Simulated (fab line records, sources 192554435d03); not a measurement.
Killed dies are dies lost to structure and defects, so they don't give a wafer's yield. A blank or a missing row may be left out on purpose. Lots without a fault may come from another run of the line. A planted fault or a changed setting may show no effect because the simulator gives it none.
Problem report in the 8D (eight disciplines) form, filled by code | flow n5_finfet | the parts of the form that need people (team, actions taken, sign-off) are left out

1. THE PROBLEM
run_length_s at N5_BEOL_M9_CVD_78 reads a mean of 107.8 s on 4 wafers of 3 lots; wafers without a fault read 162.2 s with a standard deviation of 0.45. That is -99 or more standard deviations from the usual mean.
The step: deposits Co from CCTBA/H2, target thk 2 nm, time 138.9 s.
First seen on wafer L962.1, day 10 00:08, on cvd_co-01. The record holds 33 wafers of 11 lots with a number at this step. Rule for "out", or "out of limits": more than 4 standard deviations from the usual mean. The other wafers with a number count as sound.

2. WHAT IT IS AND WHAT IT IS NOT
question                    | is                             | is not
which readings at this step | run_length_s                   | -
which lots                  | L962, L964, L968               | L961, L963, L975, L976, L979, L980, L981, L983
which wafers of those lots  | L962.1, L964.1, L964.5, L968.5 | L962.3, L962.4, L964.2, L968.3, L968.4
read on which tools         | cvd_co-01                      | cvd_co-02
when                        | from day 10 00:08              | up to then (8 sound wafers); but 21 sound wafers of L964, L968, L975, L976, L979, L980, L981, L983 came after

3. SUSPECTS, AND WHAT RULES EACH OUT
Counting: a tool at a process step up to the reading stays a suspect if it ran every lot that is out. Sound lots after the first of them don't rule it out here, since some wafers of a struck lot are sound.
- pvd_sputter-03 at N5_BEOL_M9_SURFACE_TREAT_79: kept. It ran every lot that is out, first L962 (day 10 00:04); its last sound lot up to then is L963 (day 9 23:41).
- cvd_co-01 at N5_BEOL_M9_CVD_78 (deposits Co from CCTBA/H2, target thk 2 nm, time 138.9 s): kept. It ran every lot that is out, first L962 (day 10 00:08); its last sound lot up to then is L963 (day 9 23:49). Its own readings are out on those wafers: run_length_s.
Left after counting: pvd_sputter-03 at N5_BEOL_M9_SURFACE_TREAT_79, cvd_co-01 at N5_BEOL_M9_CVD_78.

4. THE CAUSE (what the simulator had put in)
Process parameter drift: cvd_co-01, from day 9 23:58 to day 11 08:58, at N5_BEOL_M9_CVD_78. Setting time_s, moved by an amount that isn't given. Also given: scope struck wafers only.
Counting left 2 suspects, and this tool is among them.

5. THE CHAIN OF EFFECTS, in route order
Each row: a reading whose mean over the struck wafers that have a number lies more than 3 standard deviations from the usual. Only readings for which the record gives a usual standard deviation are gone through. hours: the time from each lot's start at the first step in this table that gives one to its start at this step, as a median over the lots. sigmas: the change in usual standard deviations.
hours | step              | reading      | usual   | on struck wafers | change | sigmas
0     | N5_BEOL_M9_CVD_78 | run_length_s | 162.2 s | 107.8            | -54.4  | -99 or more
The process steps in it:
- N5_BEOL_M9_CVD_78: deposits Co from CCTBA/H2, target thk 2 nm, time 138.9 s.

6. WHAT WOULD HAVE CAUGHT IT SOONER
In this record the first reading out of limits was taken at day 10 00:08, 0 hours after the fault began at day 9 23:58.
